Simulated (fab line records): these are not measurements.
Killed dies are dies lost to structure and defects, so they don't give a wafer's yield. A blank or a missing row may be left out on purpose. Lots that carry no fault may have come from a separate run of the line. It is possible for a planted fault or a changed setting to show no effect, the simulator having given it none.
Which tool was responsible? / flow n5Finfet / 72 wafers sampled from 24 lots at 1 step of a route of 1938

WHAT EACH GAUGE READ, for each wafer
N5_BEOL_M7_INSPECT_58: inspects for defects (darkfield).
lot=L076; measured=day 9 06:28; on=defectInspect-01; rawDefectCount=51 99 79
lot=L074; measured=day 9 08:07; on=defectInspect-01; rawDefectCount=65 37 56
lot=L075; measured=day 9 23:07; on=defectInspect-01; rawDefectCount=70 95 42
lot=L077; measured=day 9 23:58; on=defectInspect-01; rawDefectCount=43 33 58
lot=L078; measured=day 10 04:58; on=defectInspect-02; rawDefectCount=61 112 87
lot=L079; measured=day 10 14:04; on=defectInspect-01; rawDefectCount=57 82 81
lot=L081; measured=day 11 00:18; on=defectInspect-01; rawDefectCount=65 75 69
lot=L082; measured=day 11 01:32; on=defectInspect-02; rawDefectCount=65 78 88
lot=L083; measured=day 11 08:25; on=defectInspect-01; rawDefectCount=59 42 51
lot=L080; measured=day 11 09:04; on=defectInspect-01; rawDefectCount=89 146 81
lot=L084; measured=day 11 16:01; on=defectInspect-02; rawDefectCount=70 66 55
lot=L085; measured=day 12 03:05; on=defectInspect-02; rawDefectCount=58 50 84
lot=L086; measured=day 12 16:52; on=defectInspect-01; rawDefectCount=61 60 56
lot=L087; measured=day 13 01:25; on=defectInspect-01; rawDefectCount=29 41 36
lot=L088; measured=day 13 04:04; on=defectInspect-01; rawDefectCount=34 89 58
lot=L090; measured=day 13 07:25; on=defectInspect-01; rawDefectCount=67 110 99
lot=L091; measured=day 13 12:20; on=defectInspect-02; rawDefectCount=104 88 86
lot=L089; measured=day 13 19:04; on=defectInspect-01; rawDefectCount=144 139 126
lot=L092; measured=day 14 00:53; on=defectInspect-02; rawDefectCount=79 74 76
lot=L094; measured=day 14 02:02; on=defectInspect-02; rawDefectCount=78 108 125
lot=L093; measured=day 14 04:43; on=defectInspect-02; rawDefectCount=70 52 80
lot=L095; measured=day 14 12:26; on=defectInspect-01; rawDefectCount=53 82 72
lot=L096; measured=day 15 00:35; on=defectInspect-01; rawDefectCount=39 46 50
lot=L097; measured=day 15 08:52; on=defectInspect-02; rawDefectCount=107 88 79

WHAT TOOL EACH LOT RAN ON (gives the tool, then ch and the chambers of the sampled wafers, and finally the start)
There is no process step in the record ahead of these readings.

WHAT THE TOOLS THEMSELVES READ (means of the sampled wafers that have a number; where no wafer has one, the mark that the record gives instead)
The record holds no such reading with a usual standard deviation.

THE ANSWER, worked out from the rows above alone
Rule: the lots themselves supply what counts as usual. The widest of any qualifying gaps counts: lots, ordered by their means at a reading, are off when they make up no more than a third of the lots, leave a main group of 4 or more, and stand apart from it by 3 or more times the standard deviation of that group's means. A main group is skipped when, at the precision printed for the reading in the tables above, its means are all equal. Also off: a lot with no number at a reading for which 4 or more lots have one. Where the step has rows for the other lots, those lots are counted as sound. First the gauges in route order, then the tools' own readings, where a lot's mean is used as printed above. The first step at which some lot is off is used, and at that step the reading that is off furthest; a lot without a number counts as furthest.
Across all readings shown, no lot is off: no conclusion can be drawn from this.

WHAT THE SIMULATOR PUT IN
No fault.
